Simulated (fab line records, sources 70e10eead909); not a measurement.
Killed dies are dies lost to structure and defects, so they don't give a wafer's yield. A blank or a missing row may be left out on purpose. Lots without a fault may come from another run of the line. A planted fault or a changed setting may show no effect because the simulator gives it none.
A struck lot beside a sound one | flow nand_harc | 36 steps out of a route of 1159
Sound: wafers L220.1, L220.2, L220.6. Struck: wafer L240.2. (L240.1, L240.4 of the same lot were not struck and are left out.) The cause comes at the end.
At each step with rows: each side's tool, then ch and its chambers, then its first start. Under that, the readings that differ: sound wafers | struck wafers | difference of the means | sigmas: that difference in standard deviations of wafers without a fault.
alike: readings whose means differ by less than 2 such deviations, and words and numbers that are the same on both sides. not compared: withheld readings, readings that some wafer has no value for, bounds like >300 that may hide the same value, and numbers for which the record gives no deviation and whose values overlap.
The two part at a step that has a row with sigmas, a row that says differs or no value, or rows on one side only. Numbers that don't overlap but have no deviation are shown without sigmas and don't part them. A reading that every wafer of one side lacks parts them only if that side has two wafers or more.

first, 8 steps without rows for these wafers: NHARC_A_WL_FILL_CVD_03 (deposits W, target thk 40 nm, time 3302 s); NHARC_A_WL_FILL_ETCHBACK_04 (etches the open film in NF3, target depth 60 nm, time 120 s); NHARC_A_WL_FILL_ETCHBACK_05 (etches the open film in Cl2/BCl3, target depth 22 nm, time 60 s); NHARC_A_WL_FILL_STRIP_27 (strips in N2/H2, time 20 s); NHARC_A_WL_FILL_STRIP_28 (strips in post etch residue remover, time 1200 s); NHARC_A_WL_FILL_PRECLEAN_06 (cleans in DIW, time 300 s); NHARC_A_WL_FILL_SRD_07; NHARC_A_WL_FILL_ANNEAL_08 (time 1800 s).
NHARC_A_WL_FILL_ALD_10: deposits SiO2, target thk 50 nm, pulse time 10 s, ald cycles 500.
  sound on ald_hk-03 ch 0,2, day 15 12:15; struck on ald_hk-03 ch 3, day 20 02:23
  reading                    | sound             | struck | difference | sigmas
  precursor_pulse_height_rel | 0.979 1.021 0.994 | 1.038  | +0.040     | +2
  alike: heater_power_w
NHARC_A_WL_FILL_ETCHBACK_16: etches the open film in C4F8/O2/Ar, target depth 88 nm, time 17.6 s.
  sound on rie_diel-07 ch 0,1,3; struck on rie_diel-07 ch 3
  alike: oes_product_au, rf_vpp_V
  not compared: rf_hours_counter_h
NHARC_A_WL_FILL_STRIP_29: strips in O2, time 20 s.
  sound on rie_diel-07 ch 2,3, day 15 17:01; struck on rie_diel-07 ch 1, day 20 06:35
  alike: drypump_motor_current_A, oes_product_au, rf_vpp_V, showerhead_plenum_p_Torr, throttle_valve_pct
  not compared: rf_hours_counter_h
NHARC_A_WL_FILL_ETCHBACK_17: etches the open film in Cl2/BCl3, target depth 4 nm, time 26.7 s.
  sound on rie_metal-01 ch 0,1, day 15 17:05; struck on rie_metal-03 ch 1, day 20 06:40
  alike: drypump_motor_current_A, oes_product_au
  not compared: rf_hours_counter_h
then, 3 steps without rows for these wafers: NHARC_A_WL_FILL_PRECLEAN_18 (cleans in dHF, time 30 s); NHARC_A_WL_FILL_SRD_21; NHARC_A_WL_FILL_CVD_23 (deposits poly-Si, target thk 40 nm, time 800 s).
NHARC_A_WL_FILL_ETCHBACK_26: etches the open film in HBr, target depth 52 nm, time 13.3 s.
  sound on rie_si-05 ch 0,3, day 15 22:19; struck on rie_si-01 ch 2, day 20 12:06
  reading                     | sound       | struck | difference | sigmas
  drypump_motor_current_A (A) | 5.9 4.9 4.9 | 6.3    | +1.1       | +3
  alike: oes_product_au, throttle_valve_pct
  not compared: rf_hours_counter_h
then, 7 steps without rows for these wafers: NHARC_A_WL_FILL_PRECLEAN_30 (cleans in dHF, time 10 s); NHARC_A_WL_FILL_SRD_14; NHARC_A_WL_FILL_ALD_19 (deposits TiN, target thk 2 nm, pulse time 3 s, ald cycles 100); NHARC_A_WL_FILL_CVD_20 (deposits W, target thk 75 nm, time 5064 s); NHARC_A_WL_FILL_CMP_12 (polishes, t overpolish 30 s, target thk 75 nm); NHARC_A_WL_FILL_SRD_31; NHARC_A_CONTACT_DEP_24 (deposits SiO2, target thk 500 nm).
NHARC_A_CONTACT_DEP_28: deposits aC, target thk 3600 nm.
  sound on acl_dep-03 ch 0, day 16 07:28; struck on acl_dep-03 ch 0, day 21 00:19
  alike: throttle_valve_pct
then, 11 steps without rows for these wafers: NHARC_A_CONTACT_DEP_29 (deposits SiON, target thk 70 nm); NHARC_A_CONTACT_DEHYDRATE_32 (time 120 s); NHARC_A_CONTACT_HMDS_33 (time 30 s); NHARC_A_CONTACT_COAT_34 (time 75 s); NHARC_A_CONTACT_COAT_35 (time 65 s); NHARC_A_CONTACT_COAT_36 (resist thk 90 nm); NHARC_A_CONTACT_SOFTBAKE_37 (time 55 s); NHARC_A_CONTACT_EBR_38; NHARC_A_CONTACT_EXPOSE_39 (exposes mask A CC 3); NHARC_A_CONTACT_PEB_40 (peb time 65 s); NHARC_A_CONTACT_DEVELOP_41 (develop time 35 s).
-- the record jumps here: 4 days lie between the struck wafers' starts before and after (it left off in module A_CONTACT and takes up again in module END, whose first step shown is number 1159 of the route) --
NHARC_END_SORT_01:
  the record has rows for the struck wafers here (prober-01 ch 0, day 24 18:16) and none for the sound ones

WHERE THEY PART
First at NHARC_A_WL_FILL_ALD_10; last, within this record, at NHARC_END_SORT_01.

WHY: what the simulator had put in
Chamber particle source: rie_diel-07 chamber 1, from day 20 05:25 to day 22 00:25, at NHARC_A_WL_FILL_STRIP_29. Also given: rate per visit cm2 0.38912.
